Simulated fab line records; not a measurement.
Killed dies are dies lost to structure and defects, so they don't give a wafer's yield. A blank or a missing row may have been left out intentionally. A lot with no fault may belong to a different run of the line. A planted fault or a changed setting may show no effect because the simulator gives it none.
The tool behind it: which one? || flow nand harc || Sampling: 10 lots, 30 wafers, 3 of 1159 route steps

== WHAT THE GAUGES READ, wafer by wafer ==
NHARC_A_CONTACT_CD_MEAS_15.
{"lot": "L079", "measured": "day 17 18:37", "on": "cd sem-02", "cd nm (nm)": "90.5 90.3 90.2"}
{"lot": "L076", "measured": "day 17 21:00", "on": "cd sem-02", "cd nm (nm)": "91.1 90.5 90.5"}
{"lot": "L084", "measured": "day 19 07:03", "on": "cd sem-03", "cd nm (nm)": "90.0 89.9 90.0"}
{"lot": "L081", "measured": "day 19 16:09", "on": "cd sem-01", "cd nm (nm)": "90.7 89.9 89.2"}
{"lot": "L089", "measured": "day 20 04:50", "on": "cd sem-02", "cd nm (nm)": "88.7 90.2 89.3"}
{"lot": "L085", "measured": "day 20 09:58", "on": "cd sem-03", "cd nm (nm)": "91.0 90.7 90.5"}
{"lot": "L090", "measured": "day 20 20:47", "on": "cd sem-02", "cd nm (nm)": "90.5 89.7 89.9"}
{"lot": "L092", "measured": "day 22 00:49", "on": "cd sem-03", "cd nm (nm)": "90.7 89.9 90.2"}
{"lot": "L093", "measured": "day 22 06:33", "on": "cd sem-02", "cd nm (nm)": "89.7 89.8 88.6"}
{"lot": "L097", "measured": "day 23 11:45", "on": "cd sem-03", "cd nm (nm)": "89.4 88.4 89.1"}

== EACH LOT AND THE TOOL THAT RAN IT (in order: tool; ch and the chambers of the sampled wafers; start) ==
{"lot": "L079", "NHARC_A_CONTACT_ETCH_31": "rie diel-13 ch 0,1,3, day 17 18:37 or earlier", "NHARC_A_CONTACT_ETCH_98": "rie diel-01 ch 0,1, day 17 18:37 or earlier"}
{"lot": "L076", "NHARC_A_CONTACT_ETCH_31": "rie diel-13 ch 0,1,3, day 17 20:55 or earlier", "NHARC_A_CONTACT_ETCH_98": "rie diel-13 ch 0,3, day 17 20:55"}
{"lot": "L084", "NHARC_A_CONTACT_ETCH_31": "rie diel-03 ch 0,2, day 19 07:03 or earlier", "NHARC_A_CONTACT_ETCH_98": "rie diel-13 ch 0,1,2, day 19 07:03 or earlier"}
{"lot": "L081", "NHARC_A_CONTACT_ETCH_31": "rie diel-13 ch 0,3, day 19 16:04 or earlier", "NHARC_A_CONTACT_ETCH_98": "rie diel-03 ch 0,1,3, day 19 16:04"}
{"lot": "L089", "NHARC_A_CONTACT_ETCH_31": "rie diel-01 ch 2,3, day 20 04:50 or earlier", "NHARC_A_CONTACT_ETCH_98": "rie diel-03 ch 1,2, day 20 04:50 or earlier"}
{"lot": "L085", "NHARC_A_CONTACT_ETCH_31": "rie diel-13 ch 0,1,3, day 20 09:58 or earlier", "NHARC_A_CONTACT_ETCH_98": "rie diel-13 ch 0,2,3, day 20 09:58 or earlier"}
{"lot": "L090", "NHARC_A_CONTACT_ETCH_31": "rie diel-13 ch 0,2,3, day 20 20:47 or earlier", "NHARC_A_CONTACT_ETCH_98": "rie diel-13 ch 0,2,3, day 20 20:47 or earlier"}
{"lot": "L092", "NHARC_A_CONTACT_ETCH_31": "rie diel-03 ch 0,1,3, day 22 00:49 or earlier", "NHARC_A_CONTACT_ETCH_98": "rie diel-13 ch 2,3, day 22 00:49 or earlier"}
{"lot": "L093", "NHARC_A_CONTACT_ETCH_31": "rie diel-13 ch 0,1,3, day 22 06:33 or earlier", "NHARC_A_CONTACT_ETCH_98": "rie diel-01 ch 0,1, day 22 06:33 or earlier"}
{"lot": "L097", "NHARC_A_CONTACT_ETCH_31": "rie diel-13 ch 1,2,3, day 23 11:45 or earlier", "NHARC_A_CONTACT_ETCH_98": "rie diel-13 ch 0,1,3, day 23 11:45 or earlier"}
- NHARC_A_CONTACT_ETCH_31: etches the open film in O2/COS, target depth 2000 nm, time 520 s.
- NHARC_A_CONTACT_ETCH_98: etches the open film in C4F6/O2, target depth 20 nm, time 10 s.

== THE ANSWER, worked out from the rows above alone ==
Rule: the usual values come from the lots themselves. The widest of any qualifying gaps counts: lots, ordered by their means at a reading, are off when they make up no more than a third of the lots, leave a main group of 4 or more, and stand apart from it by 3 or more times the standard deviation of that group's means. A main group is skipped when, at the precision printed for the reading in the tables above, its means are all equal. A lot without any number at a reading at which 4 lots or more have one is off too. Any other lot the step has rows for is counted as sound.
Nothing can be told from this: no lot is off at any reading shown.

== WHAT HAD BEEN PUT IN BY THE SIMULATOR ==
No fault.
